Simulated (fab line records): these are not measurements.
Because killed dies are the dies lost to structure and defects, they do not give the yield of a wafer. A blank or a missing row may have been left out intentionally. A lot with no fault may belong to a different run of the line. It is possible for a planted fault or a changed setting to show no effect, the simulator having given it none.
Matching of chambers / flow n5 finfet / 3 sister chambers for N5_BEOL_M9_CURE_72 on uv cure-03
The step cures SiCOH lowk, time 120 s. 3 wafers are shown with their chamber, then 7 later ones without.

## EACH WAFER AND ITS CHAMBER
wafer=L086.5; chamber=1; wafer_temp_C_max=371.2
wafer=L089.6; chamber=0; wafer_temp_C_max=370.9
wafer=L096.4; chamber=2; wafer_temp_C_max=373.3

## WAFERS MISSING THEIR CHAMBER
wafer=L096.6; wafer_temp_C_max=373.1
wafer=L092.3; wafer_temp_C_max=373.7
wafer=L092.5; wafer_temp_C_max=372.8
wafer=L092.6; wafer_temp_C_max=372.1
wafer=L095.1; wafer_temp_C_max=371.1
wafer=L095.3; wafer_temp_C_max=371.5
wafer=L095.4; wafer_temp_C_max=371.3

## WHICH CHAMBER EACH WENT THROUGH
wafer=L096.6; from the rows above=2; in truth=2
wafer=L092.3; from the rows above=2; in truth=2
wafer=L092.5; from the rows above=2; in truth=2
wafer=L092.6; from the rows above=can't be placed: 1 or 2 or 0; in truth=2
wafer=L095.1; from the rows above=can't be placed: 1 or 0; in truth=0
wafer=L095.3; from the rows above=can't be placed: 1 or 0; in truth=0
wafer=L095.4; from the rows above=can't be placed: 1 or 0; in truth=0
Placed correctly: 3 of 7. From these rows, 4 cannot be placed; in 4 the true chamber is one of the candidates. Number placed wrongly: 0.
How it was worked out, from the rows above alone: a wafer's distance from a chamber is the root of the sum, over the readings, of the square of ((its reading less the chamber's mean) divided by the reading's scatter). If the next closest chamber is less than 2 further off than the closest, the wafer can't be placed; otherwise it belongs to the closest. Each chamber's mean is taken over the wafers shown for it. The scatter (one wafer shown for each chamber): square how far every hidden wafer sits from the nearest shown wafer, average those squares and take the square root.
